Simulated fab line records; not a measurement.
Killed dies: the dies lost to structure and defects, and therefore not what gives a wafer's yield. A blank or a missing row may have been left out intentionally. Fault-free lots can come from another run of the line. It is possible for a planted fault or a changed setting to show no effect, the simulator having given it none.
Which of the tools did it? -- flow nand_harc -- Sampling: 6 lots, 18 wafers, 5 of 1302 route steps

WHAT THE GAUGES READ, wafer by wafer
NHARC_END_SORT_01.
lot,measured,on,killed_at_other
L796,day 28 11:41,prober-02,0 0 1
L799,day 30 04:41,prober-02,0 0 0
L806,day 33 08:15,prober-02,1 0 1

WHICH TOOL RAN EACH LOT (tool, then ch and the chambers of the sampled wafers, then the start)
lot,NHARC_P_CONTACT_DEP_00,NHARC_P_CONTACT_ETCH_18,NHARC_P_CONTACT_PVD_32,NHARC_P_CONTACT_CMP_24
L787,"pecvd-01 ch 1,2, day 7 02:11","rie_diel-05 ch 0,3, day 7 06:19 or earlier","pvd_sputter-01, day 7 06:19 or earlier","cmp-03 ch 1,2,3, day 7 06:19"
L796,"pecvd-01 ch 1,2, day 10 17:44","rie_diel-01 ch 0,3, day 10 21:53 or earlier","pvd_sputter-03, day 10 21:53 or earlier","cmp-03 ch 0,3, day 10 21:53"
L799,"pecvd-03 ch 0,1,2, day 12 04:06 or earlier","rie_diel-05 ch 0,1,3, day 12 04:06 or earlier","pvd_sputter-02, day 12 04:06 or earlier","cmp-02 ch 0,2,3, day 12 04:06"
L802,"pecvd-01 ch 0,1,2, day 13 13:39 or earlier","rie_diel-10 ch 0,2, day 13 13:39 or earlier","pvd_sputter-03, day 13 13:39 or earlier","cmp-02 ch 1,3, day 13 13:39"
L804,"pecvd-02 ch 0,1,2, day 14 12:54 or earlier","rie_diel-05 ch 0,2,3, day 14 12:54 or earlier","pvd_sputter-03, day 14 12:54 or earlier","cmp-01 ch 0,1,2, day 14 12:54"
L806,"pecvd-02 ch 0,1, day 15 10:19 or earlier","rie_diel-01 ch 0,2, day 15 10:19 or earlier","pvd_sputter-01, day 15 10:19 or earlier","cmp-01 ch 2,3, day 15 10:19"
- NHARC_P_CONTACT_DEP_00: deposits SiO2, target thk 500 nm.
- NHARC_P_CONTACT_ETCH_18: etches the open film in C4F8/O2/Ar, target depth 481 nm, time 240.5 s.
- NHARC_P_CONTACT_PVD_32: deposits Ti, target thk 5 nm, time 17.7 s.
- NHARC_P_CONTACT_CMP_24: polishes, t overpolish 30 s, target thk 200 nm.

THE ANSWER, worked out from the rows above alone
Rule: the usual values come from the lots themselves. The widest of any qualifying gaps counts: lots, ordered by their means at a reading, are off when they make up no more than a third of the lots, leave a main group of 4 or more, and stand apart from it by 3 or more times the standard deviation of that group's means. A main group whose means are all the same, to the digits that the tables above print for the reading, isn't used. A lot without any number at a reading at which 4 lots or more have one is off too. Where the step has rows for the other lots, those lots are counted as sound.
No lot is off on any of the readings shown, so nothing can be concluded from this.

WHAT THE SIMULATOR HAD INSERTED
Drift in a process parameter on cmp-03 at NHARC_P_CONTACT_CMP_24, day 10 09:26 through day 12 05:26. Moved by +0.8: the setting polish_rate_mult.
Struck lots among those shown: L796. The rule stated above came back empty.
